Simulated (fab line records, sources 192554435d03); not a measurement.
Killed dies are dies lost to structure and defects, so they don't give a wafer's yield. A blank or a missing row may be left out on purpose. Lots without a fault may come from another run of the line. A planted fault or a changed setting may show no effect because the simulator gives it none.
Split-lot experiment | flow n5_finfet | 7 lots, 39 wafers read, on a route of 1938 steps

THE SPLIT
At N5_DUMMY_GATE_ETCH_32 (etches SiO2 in CF4, target depth 3.5 nm, time 3.9 s), the setting time_s was moved away from the recipe's 3.9 s on 15 of the 39 wafers read, by -9.8% to +19.3%. The other wafers ran this setting at the recipe's value.

The reading is taken at the split's own step.

THE READING
etch.depth_nm (the simulator's own value, which no gauge read), in nm, at N5_DUMMY_GATE_ETCH_32 (etches SiO2 in CF4, target depth 3.5 nm, time 3.9 s). The file gives no usual value for it. The 24 wafers here that ran the recipe average 3.496 nm, standard deviation 0.036 nm.

wafer  | tool, chamber at the split | time_s as run, s | against the recipe | etch.depth_nm, nm | against lot-mates on the recipe
L074.1 | rie_si-04, 0               | 3.9              | recipe             | 3.496             | -
L074.2 | rie_si-04, 3               | 4.217            | +8.1%              | 3.753             | +0.228
L074.3 | rie_si-04, 2               | 3.9              | recipe             | 3.552             | -
L074.4 | rie_si-04, 1               | 3.9              | recipe             | 3.528             | -
L074.5 | rie_si-04, 1               | 4.217            | +8.1%              | 3.81              | +0.285
L074.6 | rie_si-04, 2               | 4.217            | +8.1%              | 3.869             | +0.344
L079.1 | rie_si-01, 0               | 3.9              | recipe             | 3.457             | -
L079.2 | rie_si-01, 1               | 3.9              | recipe             | 3.502             | -
L079.3 | rie_si-01, 3               | 3.9              | recipe             | 3.534             | -
L079.4 | rie_si-01, 2               | 3.9              | recipe             | 3.509             | -
L079.5 | rie_si-01, 1               | 3.9              | recipe             | 3.493             | -
L079.6 | rie_si-01, 2               | 3.9              | recipe             | 3.454             | -
L083.1 | rie_si-02, 2               | 3.9              | recipe             | 3.485             | -
L083.2 | rie_si-02, 1               | 3.9              | recipe             | 3.406             | -
L083.3 | rie_si-02, 0               | 4.254            | +9.1%              | 3.866             | +0.403
L083.4 | rie_si-02, 3               | 3.9              | recipe             | 3.498             | -
L083.5 | rie_si-02, 2               | 4.254            | +9.1%              | 3.787             | +0.324
L083.6 | rie_si-02, 1               | 4.254            | +9.1%              | 3.681             | +0.218
L086.1 | rie_si-02, 2               | 4.361            | +11.8%             | 3.889             | +0.416
L086.2 | rie_si-02, 1               | 4.361            | +11.8%             | 3.811             | +0.338
L086.3 | rie_si-02, 3               | 3.9              | recipe             | 3.453             | -
L086.4 | rie_si-02, 0               | 3.9              | recipe             | 3.49              | -
L086.5 | rie_si-02, 2               | 3.9              | recipe             | 3.477             | -
L086.6 | rie_si-02, 3               | 4.361            | +11.8%             | 3.922             | +0.449
L092.1 | rie_si-02, 3               | 3.9              | recipe             | 3.53              | -
L092.2 | rie_si-02, 1               | 4.651            | +19.3%             | 4.103             | +0.596
L092.3 | rie_si-02, 0               | 4.651            | +19.3%             | 4.292             | +0.785
L092.4 | rie_si-02, 2               | 3.9              | recipe             | 3.559             | -
L092.5 | rie_si-02, 0               | 4.651            | +19.3%             | 4.247             | +0.740
L092.6 | rie_si-02, 1               | 3.9              | recipe             | 3.432             | -
L096.1 | rie_si-04, 3               | 3.517            | -9.8%              | 3.145             | -0.371
L096.2 | rie_si-04, 0               | 3.9              | recipe             | 3.531             | -
L096.3 | rie_si-04, 2               | 3.517            | -9.8%              | 3.194             | -0.322
L096.4 | rie_si-04, 1               | 3.9              | recipe             | 3.517             | -
L096.5 | rie_si-04, 2               | 3.517            | -9.8%              | 3.203             | -0.313
L096.6 | rie_si-04, 1               | 3.9              | recipe             | 3.5               | -
L097.1 | rie_si-02, 2               | 3.9              | recipe             | 3.507             | -
L097.4 | rie_si-02, 3               | 3.9              | recipe             | 3.498             | -
L097.5 | rie_si-02, 2               | 3.9              | recipe             | 3.504             | -

THE FIT
A straight line over all 39 wafers: etch.depth_nm changes by +0.035 nm for each +1% of time_s; r = +0.98; the points scatter about the line by 0.052 nm.
The same after taking each lot's own level away (the mean of its wafers on the recipe; 39 wafers): +0.0355 nm for each +1%; r = +0.98; scatter 0.046 nm.
On that fit, the largest move of time_s shifts the reading by 0.68 nm.
The lots' own levels span 3.4630 to 3.5253 nm, that is 1.7 times the standard deviation above.
So the lot-to-lot level changes the slope little: the two slopes agree.
Check: with one of the wafers moved furthest among these (+19.3%) left out of the fit, the line predicts +0.701 nm for it against its lot-mates. It came out at +0.596 nm against them.

OTHER SPLITS ON THESE WAFERS
These wafers also went through other splits before the reading. Each is held against what the fit with the lots' levels taken away leaves over:
other split on the same wafers    | wafers away from the commonest value | r with etch.depth_nm (lot level and that fit taken away)
N5_FIN_SAQP_SPACER1_ALD_24 temp_c | 9                                    | -0.06
N5_DUMMY_GATE_EXPOSE_12 dose_mj   | 12                                   | +0.17

THE FILE'S OWN FIT
etch.depth_nm changes by +0.0355 nm for each +1% of time_s, r = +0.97.
